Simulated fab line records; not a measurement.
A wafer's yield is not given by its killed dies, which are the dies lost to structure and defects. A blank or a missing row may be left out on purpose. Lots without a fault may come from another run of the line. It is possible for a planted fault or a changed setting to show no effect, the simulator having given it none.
What tool caused it? + flow n5-finfet + 22 lots with 66 wafers sampled at 6 steps, on a route of 1938 steps

WHAT THE GAUGES READ, wafer by wafer
Not one reading of a measure or inspect step in the record can be checked against a usual standard deviation.

WHICH TOOL RAN EACH LOT (tool, then ch and the chambers of the sampled wafers, then the start)
| lot  | N5_BEOL_M0_SAQP_MANDREL_ETCH_103 | N5_BEOL_M0_SAQP_ETCH_106           | N5_BEOL_M0_SAQP_MANDREL2_REMOVE_110 | N5_BEOL_M0_SAQP_ETCH_88            | N5_BEOL_M0_SAQP_ETCH_49            | N5_BEOL_M0_DEGAS_112         |
|------|----------------------------------|------------------------------------|-------------------------------------|------------------------------------|------------------------------------|------------------------------|
| L074 | rie-si-03 ch 1,2,3, day 5 15:41  | rie-diel-02 ch 0,1,3, day 5 16:13  | rie-si-04 ch 0,2,3, day 5 17:09     | rie-diel-04 ch 0,2,3, day 5 17:51  | rie-diel-04 ch 0,1,2, day 5 18:44  | pvd-sputter-03, day 5 21:26  |
| L075 | rie-si-03 ch 0,1,2, day 5 23:13  | rie-diel-06 ch 0,2, day 5 23:44    | rie-si-03 ch 1,3, day 6 00:41       | rie-diel-06 ch 0,3, day 6 01:24    | rie-diel-06 ch 2,3, day 6 02:10    | pvd-sputter-02, day 6 04:03  |
| L076 | rie-si-02 ch 0,1,2, day 6 03:31  | rie-diel-02 ch 1,2,3, day 6 04:03  | rie-si-04 ch 0,3, day 6 05:07       | rie-diel-04 ch 0,2,3, day 6 05:55  | rie-diel-02 ch 0,2, day 6 06:41    | pvd-sputter-02, day 6 09:22  |
| L077 | rie-si-03 ch 0,2,3, day 6 06:28  | rie-diel-04 ch 0,3, day 6 07:00    | rie-si-04 ch 2,3, day 6 07:56       | rie-diel-04 ch 0,1,2, day 6 08:31  | rie-diel-02 ch 1,3, day 6 09:31    | pvd-sputter-03, day 6 11:38  |
| L078 | rie-si-03 ch 2,3, day 6 14:19    | rie-diel-06 ch 2,3, day 6 14:50    | rie-si-04 ch 1,2, day 6 15:53       | rie-diel-02 ch 0,3, day 6 16:35    | rie-diel-02 ch 0,1,3, day 6 17:22  | pvd-sputter-01, day 6 18:58  |
| L079 | rie-si-04 ch 2,3, day 6 20:06    | rie-diel-02 ch 0,3, day 6 20:38    | rie-si-02 ch 1,2,3, day 6 21:35     | rie-diel-02 ch 0,1, day 6 22:10    | rie-diel-06 ch 0,1, day 6 22:56    | pvd-sputter-03, day 7 02:47  |
| L080 | rie-si-03 ch 0,1, day 7 02:04    | rie-diel-06 ch 0,1, day 7 02:36    | rie-si-02 ch 0,1, day 7 04:31       | rie-diel-04 ch 0,1,2, day 7 05:26  | rie-diel-04 ch 0,2, day 7 06:13    | pvd-sputter-02, day 7 12:22  |
| L082 | rie-si-04 ch 1,3, day 7 13:04    | rie-diel-06 ch 0,1,2, day 7 13:36  | rie-si-04 ch 1,2,3, day 7 15:53     | rie-diel-02 ch 1,2, day 7 16:35    | rie-diel-02 ch 2,3, day 7 17:21    | pvd-sputter-01, day 7 19:49  |
| L083 | rie-si-04 ch 1,2,3, day 7 20:00  | rie-diel-04 ch 1,3, day 7 20:32    | rie-si-04 ch 0,1, day 7 21:49       | rie-diel-04 ch 0,2, day 7 22:44    | rie-diel-06 ch 0,1, day 7 23:31    | pvd-sputter-01, day 8 01:19  |
| L084 | rie-si-02 ch 0,1, day 8 00:08    | rie-diel-02 ch 0,2,3, day 8 00:40  | rie-si-03 ch 0,1,3, day 8 01:49     | rie-diel-04 ch 0,3, day 8 02:26    | rie-diel-02 ch 1,2, day 8 03:17    | pvd-sputter-03, day 8 04:58  |
| L085 | rie-si-04 ch 0,3, day 8 04:06    | rie-diel-04 ch 0,2, day 8 04:38    | rie-si-02 ch 1,2,3, day 8 05:38     | rie-diel-02 ch 0,1,2, day 8 06:14  | rie-diel-06 ch 0,3, day 8 07:01    | pvd-sputter-03, day 8 08:53  |
| L086 | rie-si-03 ch 1,2, day 9 01:18    | rie-diel-06 ch 1,2,3, day 9 01:55  | rie-si-03 ch 0,2,3, day 9 02:52     | rie-diel-02 ch 0,1,2, day 9 03:34  | rie-diel-04 ch 0,1,3, day 9 04:21  | pvd-sputter-03, day 9 06:07  |
| L087 | rie-si-02 ch 1,2, day 9 02:11    | rie-diel-04 ch 0,3, day 9 02:43    | rie-si-04 ch 0,1,2, day 9 03:40     | rie-diel-04 ch 0,2,3, day 9 04:30  | rie-diel-06 ch 1,2, day 9 05:17    | pvd-sputter-03, day 9 09:55  |
| L088 | rie-si-03 ch 0,1,2, day 9 12:22  | rie-diel-02 ch 1,2,3, day 9 12:53  | rie-si-02 ch 0,1,3, day 9 14:01     | rie-diel-02 ch 0,1,2, day 9 14:41  | rie-diel-02 ch 1,3, day 9 15:32    | pvd-sputter-03, day 9 18:11  |
| L090 | rie-si-04 ch 0,1,2, day 9 15:11  | rie-diel-02 ch 1,3, day 9 15:43    | rie-si-03 ch 1,2,3, day 9 16:39     | rie-diel-02 ch 2,3, day 9 17:59    | rie-diel-02 ch 0,1,2, day 9 18:48  | pvd-sputter-03, day 9 21:39  |
| L091 | rie-si-03 ch 0,1,2, day 9 20:23  | rie-diel-02 ch 0,2,3, day 9 20:55  | rie-si-04 ch 1,2,3, day 9 21:52     | rie-diel-02 ch 1,2,3, day 9 22:26  | rie-diel-02 ch 0,1,3, day 9 23:13  | pvd-sputter-01, day 10 04:45 |
| L092 | rie-si-03 ch 0,2, day 10 02:55   | rie-diel-06 ch 0,2, day 10 03:26   | rie-si-04 ch 1,2,3, day 10 05:32    | rie-diel-02 ch 0,1,2, day 10 06:13 | rie-diel-06 ch 2,3, day 10 06:59   | pvd-sputter-02, day 10 11:32 |
| L093 | rie-si-04 ch 0,1,2, day 10 13:31 | rie-diel-06 ch 0,2,3, day 10 14:02 | rie-si-04 ch 0,2,3, day 10 15:19    | rie-diel-02 ch 0,1,3, day 10 15:53 | rie-diel-04 ch 0,1,2, day 10 16:40 | pvd-sputter-02, day 10 21:01 |
| L094 | rie-si-04 ch 2,3, day 10 17:50   | rie-diel-02 ch 0,2, day 10 18:22   | rie-si-02 ch 0,1,3, day 10 19:19    | rie-diel-04 ch 0,1,2, day 10 20:01 | rie-diel-04 ch 0,1,3, day 10 20:50 | pvd-sputter-03, day 10 23:32 |
| L095 | rie-si-02 ch 0,2,3, day 11 03:00 | rie-diel-02 ch 1,2,3, day 11 03:38 | rie-si-03 ch 0,2,3, day 11 04:59    | rie-diel-06 ch 1,3, day 11 05:45   | rie-diel-02 ch 0,1, day 11 06:39   | pvd-sputter-02, day 11 10:55 |
| L096 | rie-si-03 ch 0,1, day 11 05:23   | rie-diel-06 ch 2,3, day 11 05:59   | rie-si-03 ch 1,2,3, day 11 07:07    | rie-diel-04 ch 1,2,3, day 11 07:41 | rie-diel-04 ch 2,3, day 11 08:38   | pvd-sputter-02, day 11 13:06 |
| L097 | rie-si-03 ch 1,2,3, day 11 08:31 | rie-diel-06 ch 1,3, day 11 09:02   | rie-si-04 ch 0,2, day 11 10:10      | rie-diel-04 ch 0,1,2, day 11 10:44 | rie-diel-02 ch 2,3, day 11 11:31   | pvd-sputter-02, day 11 14:46 |
- N5_BEOL_M0_SAQP_MANDREL_ETCH_103: etches a-Si in HBr/Cl2, stops on SiCN, target depth 45 nm, bt time 10 s, time 27 s.
- N5_BEOL_M0_SAQP_ETCH_106: etches SOC in N2/H2, stops on SiNx, target depth 150 nm.
- N5_BEOL_M0_SAQP_MANDREL2_REMOVE_110: chemistry HBr/Cl2/O2, target a-Si, stops on SiCN, bt time 10 s.
- N5_BEOL_M0_SAQP_ETCH_88: etches underlayer in N2/H2, target depth 6.5 nm, time 5.2 s.
- N5_BEOL_M0_SAQP_ETCH_49: etches SiO2 in CF4/O2, target depth 37 nm.
- N5_BEOL_M0_DEGAS_112: time 60 s.

WHAT THE TOOLS THEMSELVES READ (means of the sampled wafers that have a number; where no wafer has one, the mark that the record gives instead)
N5_BEOL_M0_SAQP_MANDREL_ETCH_103. Usual: drypump-motor-current-A 5.7 A, standard deviation 0.47; oes-product-au 0.680 a.u., standard deviation 0.012; throttle-valve-pct 35.38 %, standard deviation 0.2.
| lot  | tool      | drypump-motor-current-A (A) | oes-product-au (a.u.) | throttle-valve-pct (%) | flag |
|------|-----------|-----------------------------|-----------------------|------------------------|------|
| L074 | rie-si-03 | 5.5                         | 0.684                 | 35.42                  |      |
| L075 | rie-si-03 | 5.6                         | 0.671                 | 35.49                  |      |
| L076 | rie-si-02 | 6.1                         | 0.688                 | 35.31                  |      |
| L077 | rie-si-03 | 5.5                         | 0.686                 | 35.32                  |      |
| L078 | rie-si-03 | 5.0                         | 0.678                 | 35.35                  |      |
| L079 | rie-si-04 | 5.7                         | 0.682                 | 35.28                  |      |
| L080 | rie-si-03 | 6.0                         | 0.683                 | 35.55                  |      |
| L082 | rie-si-04 | 5.8                         | 0.673                 | 35.35                  |      |
| L083 | rie-si-04 | 5.8                         | 0.669                 | 35.29                  |      |
| L084 | rie-si-02 | 6.4                         | 0.685                 | 35.07                  |      |
| L085 | rie-si-04 | 5.4                         | 0.683                 | 35.43                  |      |
| L086 | rie-si-03 | 5.6                         | 0.690                 | 35.55                  |      |
| L087 | rie-si-02 | 6.0                         | 0.688                 | 35.50                  |      |
| L088 | rie-si-03 | 5.6                         | 0.678                 | 35.49                  |      |
| L090 | rie-si-04 | 5.7                         | 0.676                 | 35.33                  |      |
| L091 | rie-si-03 | 5.6                         | 0.676                 | 35.50                  |      |
| L092 | rie-si-03 | 5.1                         | 0.679                 | 35.41                  |      |
| L093 | rie-si-04 | 5.7                         | 0.675                 | 35.33                  |      |
| L094 | rie-si-04 | 5.8                         | 0.674                 | 35.23                  |      |
| L095 | rie-si-02 | 5.7                         | 0.688                 | 35.37                  |      |
| L096 | rie-si-03 | 6.0                         | 0.675                 | 35.46                  |      |
| L097 | rie-si-03 | 5.5                         | 0.695                 | 35.40                  |      |

N5_BEOL_M0_SAQP_ETCH_106. Usual: drypump-motor-current-A 5.6 A, standard deviation 0.5; oes-product-au 0.77 a.u., standard deviation 0.072; rf-vpp-V 241.0 V, standard deviation 1; showerhead-plenum-p-Torr 2.57 Torr, standard deviation 0.058; throttle-valve-pct 17.90 %, standard deviation 0.19.
| lot  | tool        | drypump-motor-current-A (A) | oes-product-au (a.u.) | rf-vpp-V (V) | showerhead-plenum-p-Torr (Torr) | throttle-valve-pct (%) | flag |
|------|-------------|-----------------------------|-----------------------|--------------|---------------------------------|------------------------|------|
| L074 | rie-diel-02 | 5.3                         | 0.75                  | 241.3        | 2.59                            | 17.93                  |      |
| L075 | rie-diel-06 | 5.2                         | 0.72                  | 240.4        | 2.53                            | 17.79                  |      |
| L076 | rie-diel-02 | 5.7                         | 0.74                  | 241.6        | 2.61                            | 17.88                  |      |
| L077 | rie-diel-04 | 5.3                         | 0.83                  | 241.1        | 2.58                            | 17.69                  |      |
| L078 | rie-diel-06 | 5.9                         | 0.73                  | 240.5        | 2.53                            | 18.12                  |      |
| L079 | rie-diel-02 | 5.1                         | 0.73                  | 240.7        | 2.62                            | 17.91                  |      |
| L080 | rie-diel-06 | 5.1                         | 0.71                  | 241.0        | 2.56                            | 17.75                  |      |
| L082 | rie-diel-06 | 5.4                         | 0.73                  | 240.9        | 2.57                            | 17.92                  |      |
| L083 | rie-diel-04 | 5.8                         | 0.78                  | 241.3        | 2.63                            | 17.78                  |      |
| L084 | rie-diel-02 | 5.6                         | 0.80                  | 241.9        | 2.60                            | 17.89                  |      |
| L085 | rie-diel-04 | 5.0                         | 0.83                  | 240.7        | 2.49                            | 17.78                  |      |
| L086 | rie-diel-06 | 5.9                         | 0.81                  | 240.8        | 2.56                            | 17.99                  |      |
| L087 | rie-diel-04 | 5.2                         | 0.81                  | 241.1        | 2.57                            | 17.71                  |      |
| L088 | rie-diel-02 | 5.7                         | 0.81                  | 241.2        | 2.60                            | 17.80                  |      |
| L090 | rie-diel-02 | 5.2                         | 0.75                  | 241.6        | 2.62                            | 17.83                  |      |
| L091 | rie-diel-02 | 5.6                         | 0.77                  | 240.8        | 2.59                            | 17.91                  |      |
| L092 | rie-diel-06 | 5.5                         | 0.72                  | 239.9        | 2.52                            | 17.99                  |      |
| L093 | rie-diel-06 | 5.7                         | 0.77                  | 240.0        | 2.52                            | 17.88                  |      |
| L094 | rie-diel-02 | 6.0                         | 0.83                  | 240.9        | 2.57                            | 17.89                  |      |
| L095 | rie-diel-02 | 5.7                         | 0.80                  | 241.7        | 2.60                            | 17.82                  |      |
| L096 | rie-diel-06 | 6.1                         | 0.83                  | 240.3        | 2.51                            | 17.92                  |      |
| L097 | rie-diel-06 | 5.8                         | 0.78                  | 241.9        | 2.59                            | 17.97                  |      |

N5_BEOL_M0_SAQP_MANDREL2_REMOVE_110. Usual: drypump-motor-current-A 5.7 A, standard deviation 0.45; oes-product-au 0.994 a.u., standard deviation 0.012; throttle-valve-pct 36.65 %, standard deviation 0.21.
| lot  | tool      | drypump-motor-current-A (A) | oes-product-au (a.u.) | throttle-valve-pct (%) | flag |
|------|-----------|-----------------------------|-----------------------|------------------------|------|
| L074 | rie-si-04 | 5.6                         | 0.987                 | 36.61                  |      |
| L075 | rie-si-03 | 5.9                         | 1.011                 | 36.76                  |      |
| L076 | rie-si-04 | 5.5                         | 0.988                 | 36.67                  |      |
| L077 | rie-si-04 | 5.7                         | 0.990                 | 36.56                  |      |
| L078 | rie-si-04 | 5.9                         | 0.986                 | 36.48                  |      |
| L079 | rie-si-02 | 5.6                         | 1.005                 | 36.84                  |      |
| L080 | rie-si-02 | 6.3                         | 1.006                 | 36.54                  |      |
| L082 | rie-si-04 | 5.8                         | 0.987                 | 36.56                  |      |
| L083 | rie-si-04 | 5.5                         | 0.988                 | 36.70                  |      |
| L084 | rie-si-03 | 5.9                         | 0.989                 | 36.68                  |      |
| L085 | rie-si-02 | 5.6                         | 1.000                 | 36.85                  |      |
| L086 | rie-si-03 | 5.5                         | 0.999                 | 36.61                  |      |
| L087 | rie-si-04 | 5.7                         | 0.986                 | 36.59                  |      |
| L088 | rie-si-02 | 5.9                         | 0.998                 | 36.62                  |      |
| L090 | rie-si-03 | 5.5                         | 1.009                 | 36.66                  |      |
| L091 | rie-si-04 | 5.8                         | 0.993                 | 36.55                  |      |
| L092 | rie-si-04 | 5.8                         | 0.996                 | 36.56                  |      |
| L093 | rie-si-04 | 5.6                         | 0.992                 | 36.61                  |      |
| L094 | rie-si-02 | 5.9                         | 0.996                 | 36.63                  |      |
| L095 | rie-si-03 | 5.5                         | 0.996                 | 36.60                  |      |
| L096 | rie-si-03 | 5.5                         | 1.004                 | 36.67                  |      |
| L097 | rie-si-04 | 5.7                         | 0.983                 | 36.55                  |      |

N5_BEOL_M0_SAQP_ETCH_88. Usual: drypump-motor-current-A 5.5 A, standard deviation 0.5; etch-rf-on-time-s 5.20 s, standard deviation 0.1; oes-product-au 0.68 a.u., standard deviation 0.064; rf-vpp-V 524.7 V, standard deviation 2; showerhead-plenum-p-Torr 2.57 Torr, standard deviation 0.061; throttle-valve-pct 17.88 %, standard deviation 0.17.
| lot  | tool        | drypump-motor-current-A (A) | etch-rf-on-time-s (s) | oes-product-au (a.u.) | rf-vpp-V (V) | showerhead-plenum-p-Torr (Torr) | throttle-valve-pct (%) | flag |
|------|-------------|-----------------------------|-----------------------|-----------------------|--------------|---------------------------------|------------------------|------|
| L074 | rie-diel-04 | 5.2                         | 5.17                  | 0.73                  | 523.2        | 2.54                            | 17.75                  |      |
| L075 | rie-diel-06 | 5.8                         | 5.21                  | 0.58                  | 523.6        | 2.52                            | 17.99                  |      |
| L076 | rie-diel-04 | 5.1                         | 5.15                  | 0.73                  | 524.4        | 2.54                            | 17.75                  |      |
| L077 | rie-diel-04 | 5.4                         | 5.10                  | 0.70                  | 524.8        | 2.56                            | 17.80                  |      |
| L078 | rie-diel-02 | 5.1                         | 5.27                  | 0.63                  | 525.9        | 2.62                            | 17.94                  |      |
| L079 | rie-diel-02 | 5.4                         | 5.33                  | 0.63                  | 524.3        | 2.54                            | 18.13                  |      |
| L080 | rie-diel-04 | 5.4                         | 5.16                  | 0.69                  | 524.8        | 2.56                            | 17.80                  |      |
| L082 | rie-diel-02 | 5.9                         | 5.19                  | 0.74                  | 524.5        | 2.58                            | 17.85                  |      |
| L083 | rie-diel-04 | 5.0                         | 5.10                  | 0.72                  | 522.2        | 2.49                            | 17.82                  |      |
| L084 | rie-diel-04 | 5.2                         | 5.08                  | 0.70                  | 524.4        | 2.57                            | 17.74                  |      |
| L085 | rie-diel-02 | 5.8                         | 5.29                  | 0.70                  | 523.8        | 2.56                            | 17.98                  |      |
| L086 | rie-diel-02 | 5.8                         | 5.31                  | 0.69                  | 524.8        | 2.56                            | 17.98                  |      |
| L087 | rie-diel-04 | 5.1                         | 5.09                  | 0.71                  | 525.0        | 2.53                            | 17.80                  |      |
| L088 | rie-diel-02 | 5.8                         | 5.30                  | 0.69                  | 525.0        | 2.56                            | 17.98                  |      |
| L090 | rie-diel-02 | 5.5                         | 5.24                  | 0.68                  | 526.5        | 2.64                            | 17.82                  |      |
| L091 | rie-diel-02 | 5.7                         | 5.25                  | 0.69                  | 526.1        | 2.60                            | 17.85                  |      |
| L092 | rie-diel-02 | 5.8                         | 5.25                  | 0.68                  | 524.4        | 2.56                            | 17.97                  |      |
| L093 | rie-diel-02 | 5.3                         | 5.35                  | 0.62                  | 524.9        | 2.58                            | 18.02                  |      |
| L094 | rie-diel-04 | 5.4                         | 5.13                  | 0.67                  | 521.9        | 2.55                            | 17.85                  |      |
| L095 | rie-diel-06 | 6.0                         | 5.06                  | 0.72                  | 523.6        | 2.55                            | 17.92                  |      |
| L096 | rie-diel-04 | 5.5                         | 5.19                  | 0.68                  | 524.7        | 2.55                            | 17.87                  |      |
| L097 | rie-diel-04 | 5.4                         | 5.11                  | 0.67                  | 525.1        | 2.55                            | 17.85                  |      |

N5_BEOL_M0_SAQP_ETCH_49. Usual: drypump-motor-current-A 5.5 A, standard deviation 0.49; mfc-ar-sccm 99.9 sccm, standard deviation 0.32; oes-product-au 0.78 a.u., standard deviation 0.077; rf-vpp-V 241 V, standard deviation 3.6; showerhead-plenum-p-Torr 2.23 Torr, standard deviation 0.048; throttle-valve-pct 15.88 %, standard deviation 0.17.
| lot  | tool        | drypump-motor-current-A (A) | mfc-ar-sccm (sccm) | oes-product-au (a.u.) | rf-vpp-V (V) | showerhead-plenum-p-Torr (Torr) | throttle-valve-pct (%) | flag |
|------|-------------|-----------------------------|--------------------|-----------------------|--------------|---------------------------------|------------------------|------|
| L074 | rie-diel-04 | 5.4                         | 100.1              | 0.83                  | 244          | 2.23                            | 15.82                  |      |
| L075 | rie-diel-06 | 6.0                         | 100.1              | 0.74                  | 241          | 2.19                            | 16.04                  |      |
| L076 | rie-diel-02 | 5.7                         | 99.9               | 0.71                  | 241          | 2.22                            | 16.09                  |      |
| L077 | rie-diel-02 | 5.2                         | 100.0              | 0.78                  | 241          | 2.26                            | 15.70                  |      |
| L078 | rie-diel-02 | 5.3                         | 100.0              | 0.77                  | 241          | 2.23                            | 15.84                  |      |
| L079 | rie-diel-06 | 5.3                         | 99.9               | 0.75                  | 239          | 2.26                            | 15.95                  |      |
| L080 | rie-diel-04 | 5.1                         | 100.0              | 0.83                  | 243          | 2.21                            | 15.84                  |      |
| L082 | rie-diel-02 | 5.9                         | 100.1              | 0.92                  | 242          | 2.28                            | 15.73                  |      |
| L083 | rie-diel-06 | 5.3                         | 99.9               | 0.74                  | 238          | 2.26                            | 15.98                  |      |
| L084 | rie-diel-02 | 5.9                         | 100.3              | 0.85                  | 241          | 2.23                            | 15.79                  |      |
| L085 | rie-diel-06 | 5.8                         | 99.7               | 0.87                  | 239          | 2.17                            | 15.61                  |      |
| L086 | rie-diel-04 | 5.5                         | 100.1              | 0.80                  | 238          | 2.25                            | 15.79                  |      |
| L087 | rie-diel-06 | 5.6                         | 100.2              | 0.75                  | 241          | 2.26                            | 16.11                  |      |
| L088 | rie-diel-02 | 5.2                         | 99.8               | 0.76                  | 241          | 2.26                            | 15.74                  |      |
| L090 | rie-diel-02 | 5.8                         | 100.0              | 0.81                  | 241          | 2.22                            | 15.90                  |      |
| L091 | rie-diel-02 | 5.3                         | 100.3              | 0.74                  | 240          | 2.22                            | 15.87                  |      |
| L092 | rie-diel-06 | 5.9                         | 99.9               | 0.80                  | 241          | 2.18                            | 15.94                  |      |
| L093 | rie-diel-04 | 5.4                         | 99.8               | 0.79                  | 242          | 2.22                            | 15.90                  |      |
| L094 | rie-diel-04 | 5.5                         | 99.8               | 0.78                  | 239          | 2.25                            | 15.82                  |      |
| L095 | rie-diel-02 | 5.6                         | 100.0              | 0.74                  | 239          | 2.19                            | 15.93                  |      |
| L096 | rie-diel-04 | 5.1                         | 99.6               | 0.83                  | 245          | 2.18                            | 15.92                  |      |
| L097 | rie-diel-02 | 5.9                         | 100.0              | 0.84                  | 242          | 2.27                            | 15.78                  |      |

N5_BEOL_M0_DEGAS_112. Usual: heater-power-w at 339 W, with a standard deviation of 31.
| lot  | tool           | heater-power-w (W) | flag |
|------|----------------|--------------------|------|
| L074 | pvd-sputter-03 | 371                |      |
| L075 | pvd-sputter-02 | 320                |      |
| L076 | pvd-sputter-02 | 322                |      |
| L077 | pvd-sputter-03 | 356                |      |
| L078 | pvd-sputter-01 | 320                |      |
| L079 | pvd-sputter-03 | 345                |      |
| L080 | pvd-sputter-02 | 314                |      |
| L082 | pvd-sputter-01 | 323                |      |
| L083 | pvd-sputter-01 | 326                |      |
| L084 | pvd-sputter-03 | 380                |      |
| L085 | pvd-sputter-03 | 372                |      |
| L086 | pvd-sputter-03 | 337                |      |
| L087 | pvd-sputter-03 | 353                |      |
| L088 | pvd-sputter-03 | 320                |      |
| L090 | pvd-sputter-03 | 361                |      |
| L091 | pvd-sputter-01 | 315                |      |
| L092 | pvd-sputter-02 | 326                |      |
| L093 | pvd-sputter-02 | 320                |      |
| L094 | pvd-sputter-03 | 364                |      |
| L095 | pvd-sputter-02 | 351                |      |
| L096 | pvd-sputter-02 | 319                |      |
| L097 | pvd-sputter-02 | 330                |      |

THE ANSWER, worked out from the rows above alone
Rule: take the mean of a lot's wafers that have a number; if it is more than 3 standard deviations from the usual mean, the lot is off. A lot without any number at a reading at which 4 lots or more have one is off too. The other lots that the step has rows for count as sound. After the gauges, taken in route order, come the tools' own readings; for these a lot's mean is taken, as printed above. At the first step where some lot is off, the reading lying furthest off is the one used; lots without a number count as furthest.
No lot is off at any reading shown: from this, nothing can be told.

WHAT THE SIMULATOR HAD PUT IN
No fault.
